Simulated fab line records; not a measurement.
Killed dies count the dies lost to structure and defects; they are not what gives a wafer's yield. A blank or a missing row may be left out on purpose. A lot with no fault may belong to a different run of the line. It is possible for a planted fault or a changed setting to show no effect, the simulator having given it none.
One fault through the eyes of 3 desks :: flow n5-finfet :: each desk holds nothing but its own numbers, with what lay behind them at the end

THE DEFECT DESK
For each lot, the counts of the inspections along the route, averaged over the sampled wafers that have a number. The brackets show how far a lot's mean lies from the usual mean; more than 4 standard deviations puts the lot out of limits, marked OUT.
Columns: A = raw-defect-count at N5_SD_EPI_P_INSPECT_26, usual 185
lot: L384
first seen here: day 3 14:05
A: 198

lot: L386
first seen here: day 3 23:01
A: 168

lot: L385
first seen here: day 4 04:16
A: 181

lot: L387
first seen here: day 4 08:27
A: 168

lot: L392
first seen here: day 5 11:34
A: 207

lot: L395
first seen here: day 6 07:21
A: 232

lot: L396
first seen here: day 6 18:14
A: 248

lot: L406
first seen here: day 8 21:19
A: 1452 (+28) OUT

lot: L407
first seen here: day 9 06:47
A: 1443 (+27) OUT
This desk's finding: out of limits on L406, L407; first on L406, day 8 21:19 (raw-defect-count at N5_SD_EPI_P_INSPECT_26). In limits: L384, L386, L385, L387, L392, L395, L396.

AT THE METROLOGY DESK
What the gauges read, lot by lot, whatever tool the lot ran on: means of the sampled wafers that have a number. The brackets show how far a lot's mean lies from the usual mean; more than 4 standard deviations puts the lot out of limits, marked OUT. Of its 10 readings 7 are shown: those that lie furthest out on some lot.
Columns: A = DIBL_P at N5_BEOL_M4_RC_MEAS_101, usual 37.2 mV/V; B = IOFF_P at N5_BEOL_M4_RC_MEAS_101, usual 0.22 nA/um; C = ION_N at N5_BEOL_M4_RC_MEAS_101, usual 680 uA/um; D = ION_P at N5_BEOL_M4_RC_MEAS_101, usual 464 uA/um; E = SS_P at N5_BEOL_M4_RC_MEAS_101, usual 73.6 mV/dec; F = VT_N at N5_BEOL_M4_RC_MEAS_101, usual 248.9 mV; G = VT_P at N5_BEOL_M4_RC_MEAS_101, usual -251 mV
lot: L386
first seen here: day 8 19:38
A: 36.4
B: 0.20
C: 677
D: 463
E: 73.3
F: 248.3
G: -252

lot: L387
first seen here: day 8 22:56
A: 37.0
B: 0.20
C: 681
D: 461
E: 73.4
F: 248.5
G: -253

lot: L385
first seen here: day 9 01:41
A: 36.5
B: 0.24
C: 676
D: 468
E: 73.7
F: 248.2
G: -246

lot: L384
first seen here: day 9 21:03
A: 39.1
B: 0.23
C: 687
D: 464
E: 73.4
F: 247.8
G: -249

lot: L392
first seen here: day 10 03:49
A: 37.0
B: 0.17
C: 664
D: 455
E: 73.3
F: 253.4
G: -257

lot: L395
first seen here: day 11 00:59
A: 36.5
B: 0.21
C: 678
D: 463
E: 73.8
F: 250.0
G: -250

lot: L396
first seen here: day 11 19:04
A: 39.3
B: 0.22
C: 679
D: 458
E: 74.4
F: 248.9
G: -252
This desk found nothing out of limits on any of the 7 lots.

DESK OF THE TOOL OWNER: plasma-asher-01
The tool's own readings at N5_SD_EPI_P_STRIP_40 (strips in N2/H2): means of the sampled wafers that have a number, for each lot that ran on this tool. The brackets show how far a lot's mean lies from the usual mean; more than 4 standard deviations puts the lot out of limits, marked OUT.
Columns: A = drypump-motor-current-A at N5_SD_EPI_P_STRIP_40, usual 5.8 A; B = h2-flow-sccm at N5_SD_EPI_P_STRIP_40, usual 3249 sccm; C = heater-power-w at N5_SD_EPI_P_STRIP_40, usual 361 W; D = oes-product-au at N5_SD_EPI_P_STRIP_40, usual 0.762 a.u.
lot: L386
first seen here: day 3 20:08
A: 5.8
B: 3247
C: 312
D: 0.749

lot: L385
first seen here: day 4 00:32
A: 5.9
B: 3250
C: 325
D: 0.761

lot: L387
first seen here: day 4 05:34
A: 5.7
B: 3252
C: 291
D: 0.756

lot: L395
first seen here: day 6 04:28
A: 5.9
B: 3242
C: 327
D: 0.760

lot: L396
first seen here: day 6 15:22
A: 5.9
B: 3243
C: 332
D: 0.770
This desk found nothing out of limits on any of the 5 lots.

PUT TOGETHER
The defect desk could have raised an alarm at day 8 21:19, on L406, L407.
At the metrology desk, nothing out of limits was observed.
The tool owner's desk saw nothing out of limits.
The metrology desk has no number on record for L406, L407.
The tool owner's desk has no number on record for L406, L407.
The lots listed all ran N5_SD_EPI_P_STRIP_40 on plasma-asher-01.

WHAT THE SIMULATOR PUT IN
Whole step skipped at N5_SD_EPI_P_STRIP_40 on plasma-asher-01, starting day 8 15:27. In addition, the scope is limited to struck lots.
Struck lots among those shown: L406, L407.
Hours from the fault's start to each desk's first reading out of limits: the defect desk, 6.
